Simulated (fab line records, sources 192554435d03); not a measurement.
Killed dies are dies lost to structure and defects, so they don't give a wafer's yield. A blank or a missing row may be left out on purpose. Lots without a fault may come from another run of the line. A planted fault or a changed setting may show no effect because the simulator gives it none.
Split-lot experiment | flow n5_finfet | 7 lots, 21 wafers read, on a route of 1938 steps

THE SPLIT
At N5_MOL_CONTACT_COAG_PECVD_31 (deposits SiO2 from TEOS/O2, target thk 46 nm, time 8.9 s), the setting temp_c was moved away from the recipe's 400 C on 7 of the 21 wafers read, by -2.3% to +4.4%. The other wafers ran this setting at the recipe's value.

FROM THE SPLIT TO THE READING: what the file shows between them, 5 steps
- N5_MOL_CONTACT_COAG_EXPOSE_81: exposes mask VG, defocus 0 nm (also split here: dose_mj)
- N5_MOL_CONTACT_COAG_PEB_82: peb time 60 s
- N5_MOL_CONTACT_COAG_DEVELOP_83: develop time 30 s
- N5_MOL_CONTACT_COAG_ETCHBACK_135: etches SiO2 in CHF3, target depth 25 nm, time 16.7 s
- N5_MOL_CONTACT_COAG_STRIP_118: strips in CHF3

THE READING
etch.depth_nm (the simulator's own value, which no gauge read), in nm, at N5_MOL_CONTACT_COAG_VIA_ETCH_46 (etches SiO2 in C4F6/O2, target depth 46 nm, overetch 9.2 nm, time 40 s). The file gives no usual value for it. The 14 wafers here that ran the recipe average 45.66 nm, standard deviation 0.57 nm.

wafer  | tool, chamber at the split | temp_c as run, C | against the recipe | etch.depth_nm, nm | against lot-mates on the recipe
L075.1 | pecvd-04, 1                | 405.9            | +1.5%              | 43.14             | -3.19
L075.3 | pecvd-04, 2                | 400              | recipe             | 46.33             | -
L075.5 | pecvd-04, 2                | 405.9            | +1.5%              | 45.04             | -1.29
L082.1 | pecvd-03, 1                | 400              | recipe             | 45.29             | -
L082.2 | pecvd-03, 2                | 400              | recipe             | 45.04             | -
L082.6 | pecvd-03, 0                | 400              | recipe             | 46.73             | -
L083.1 | pecvd-04, 1                | 400              | recipe             | 44.86             | -
L083.3 | pecvd-04, 2                | 400              | recipe             | 45.73             | -
L083.4 | pecvd-04, 1                | 400              | recipe             | 45.92             | -
L087.1 | pecvd-02, 1                | 400              | recipe             | 45.05             | -
L087.2 | pecvd-02, 2                | 417.7            | +4.4%              | 40.27             | -5.05
L087.4 | pecvd-02, 1                | 400              | recipe             | 45.59             | -
L093.3 | pecvd-02, 1                | 400              | recipe             | 45.81             | -
L093.5 | pecvd-02, 2                | 400              | recipe             | 46.16             | -
L093.6 | pecvd-02, 1                | 400              | recipe             | 45.97             | -
L095.2 | pecvd-03, 0                | 410.8            | +2.7%              | 42.51             | -3.47
L095.4 | pecvd-03, 1                | 400              | recipe             | 45.98             | -
L095.6 | pecvd-03, 1                | 410.8            | +2.7%              | 42.8              | -3.18
L096.1 | pecvd-02, 2                | 390.8            | -2.3%              | 47.69             | +2.93
L096.3 | pecvd-02, 1                | 400              | recipe             | 44.76             | -
L096.6 | pecvd-02, 0                | 390.8            | -2.3%              | 47.99             | +3.23

THE FIT
A straight line over all 21 wafers: etch.depth_nm changes by -1.11 nm for each +1% of temp_c; r = -0.94; the points scatter about the line by 0.6 nm.
The same after taking each lot's own level away (the mean of its wafers on the recipe; 21 wafers): -1.25 nm for each +1%; r = -0.97; scatter 0.51 nm.
On that fit, the largest move of temp_c shifts the reading by 5.5 nm.
The lots' own levels span 44.760 to 46.330 nm, that is 2.8 times the standard deviation above.
So the lot-to-lot level changes the slope: the two fits differ.
Check: with one of the wafers moved furthest among these (+4.4%) left out of the fit, the line predicts -5.81 nm for it against its lot-mates. It came out at -5.05 nm against them.

OTHER SPLITS ON THESE WAFERS
These wafers also went through other splits before the reading. Each is held against what the fit with the lots' levels taken away leaves over:
other split on the same wafers        | wafers away from the commonest value | r with etch.depth_nm (lot level and that fit taken away)
N5_GATE_CUT_DESCUM_18 time_s          | 7                                    | -0.41
N5_MOL_CONTACT_COAG_EXPOSE_81 dose_mj | 2                                    | +0.10

THE WHOLE CHAIN: every reading that the file lists as answering this split, in the file's order
step                            | what it does                                                           | reading                                                                                   | change (the file's fit)              | r (the file's)
N5_MOL_CONTACT_COAG_PECVD_31    | deposits SiO2 from TEOS/O2, target thk 46 nm, time 8.9 s               | SiO2_of_MOL_CONTACT_COAG_PECVD_31.thk_nm (the simulator's own value, which no gauge read) | -1.22 nm for each +1% of the setting | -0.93
N5_MOL_CONTACT_COAG_VIA_ETCH_46 | etches SiO2 in C4F6/O2, target depth 46 nm, overetch 9.2 nm, time 40 s | etch.depth_nm (the simulator's own value, which no gauge read)                            | -1.21 nm for each +1% of the setting | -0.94

THE FILE'S OWN FIT
etch.depth_nm changes by -1.21 nm for each +1% of temp_c, r = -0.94.
